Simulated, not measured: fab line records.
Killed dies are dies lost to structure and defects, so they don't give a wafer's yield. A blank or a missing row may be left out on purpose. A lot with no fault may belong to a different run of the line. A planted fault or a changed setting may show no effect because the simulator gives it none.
Split-lot study ; flow n5-finfet ; 21 wafers read from 7 lots, route of 1938 steps

## THE SPLIT ITSELF
At N5_BEOL_M7_TRENCH_ETCH_37 (etches SiCOH lowk in C4F6/O2, target depth 93.478 nm, time 31.2 s), the setting source-w was moved away from the recipe's 345 W on 9 of the 21 wafers read, by -10.7% to +14.2%. All remaining wafers had this setting at the recipe value.

## FROM THE SPLIT TO THE READING: what the file shows between them, 2 steps
- N5_BEOL_M7_ETCH_41: etches SiCN in CH3F/O2, target depth 31.9 nm, time 57.8 s
- N5_BEOL_M7_STRIP_80: strips in N2/H2, time 10 s

## THE READING
trench-depth-nm, in nm, at N5_BEOL_M7_OCD_MEAS_38. Fault-free wafers of this fab line usually give 93.3 nm, standard deviation 1.5 nm.

wafer;tool, chamber at the split;source-w as run, W;against the recipe;trench-depth-nm, nm;against lot-mates on the recipe
L074.1;rie-diel-02, 3;345;recipe;92.6;-
L074.3;rie-diel-02, 0;345;recipe;92.4;-
L074.4;rie-diel-02, 1;345;recipe;92.2;-
L078.1;rie-diel-05, 1;388.3;+12.6%;96.3;+4.3
L078.2;rie-diel-05, 0;388.3;+12.6%;99.2;+7.2
L078.5;rie-diel-05, 2;345;recipe;92.0;-
L079.1;rie-diel-02, 2;345;recipe;93.2;-
L079.3;rie-diel-02, 3;394;+14.2%;97.6;+4.8
L079.4;rie-diel-02, 1;345;recipe;92.5;-
L084.1;rie-diel-05, 1;316.5;-8.3%;86.9;-6.1
L084.2;rie-diel-05, 3;345;recipe;93.0;-
L084.4;rie-diel-05, 0;316.5;-8.3%;91.0;-2.0
L085.3;rie-diel-04, 2;345;recipe;94.4;-
L085.4;rie-diel-04, 3;345;recipe;95.5;-
L085.5;rie-diel-04, 1;379.4;+10.0%;97.1;+2.1
L086.1;rie-diel-02, 3;345;recipe;92.3;-
L086.3;rie-diel-02, 0;308.2;-10.7%;89.0;-3.3
L086.5;rie-diel-02, 1;308.2;-10.7%;88.9;-3.4
L089.3;rie-diel-02, 2;345;recipe;92.0;-
L089.5;rie-diel-02, 1;367.5;+6.5%;96.3;+4.2
L089.6;rie-diel-02, 2;345;recipe;92.2;-

THE FIT
A straight line over all 21 wafers: trench-depth-nm changes by +0.394 nm for each +1% of source-w; r = +0.92; the points scatter about the line by 1.2 nm.
The same after taking each lot's own level away (the mean of its wafers on the recipe; 21 wafers): +0.389 nm for each +1%; r = +0.93; scatter 1.1 nm.
That fit puts the effect of the largest move of source-w on the reading at 5.5 nm.
Across the lots, their own levels run from 92.00 to 94.95 nm, a range of 2.0 times the standard deviation given above.
The two slopes agree, so the slope changes little with the lot-to-lot level.
Check: +5.81 nm against its lot-mates is what the line predicts for one of the wafers moved furthest among these (+14.2%) when that wafer is left out of the fit. Against them it came out at +4.75 nm.
Tool readings at the split's step, against how far the setting was moved: rf-vpp-V r = -0.94.

## OTHER SPLITS ON THESE WAFERS
Other splits were also applied to these wafers ahead of the reading. Each is held against what the fit with the lots' levels taken away leaves over:
other split on the same wafers;wafers away from the commonest value;r with trench-depth-nm (lot level and that fit taken away)
N5_BEOL_M5_COAT_22 spin-rpm;7;+0.10
N5_BEOL_M7_EXPOSE_08 dose-mj;3;-0.43
N5_BEOL_M7_VIA_ETCH_34 source-w;3;-0.31

## THE WHOLE CHAIN: every reading that the file lists as answering this split, in the file's order
step;what it does;reading;change (the file's fit);r (the file's)
N5_BEOL_M7_TRENCH_ETCH_37;etches SiCOH lowk in C4F6/O2, target depth 93.478 nm, time 31.2 s;rf-vpp-V;-3.21 V for each +1% of the setting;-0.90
N5_BEOL_M7_TRENCH_ETCH_37;etches SiCOH lowk in C4F6/O2, target depth 93.478 nm, time 31.2 s;BEOL_M7.feature-depth-nm (the simulator's own value, which no gauge read);+0.389 nm for each +1% of the setting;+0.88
N5_BEOL_M7_TRENCH_ETCH_37;etches SiCOH lowk in C4F6/O2, target depth 93.478 nm, time 31.2 s;etch.depth-nm (the simulator's own value, which no gauge read);+0.387 nm for each +1% of the setting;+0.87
N5_BEOL_M7_OCD_MEAS_38;;trench-depth-nm;+0.375 nm for each +1% of the setting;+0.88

## THE FILE'S OWN FIT
trench-depth-nm changes by +0.375 nm for each +1% of source-w, r = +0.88.
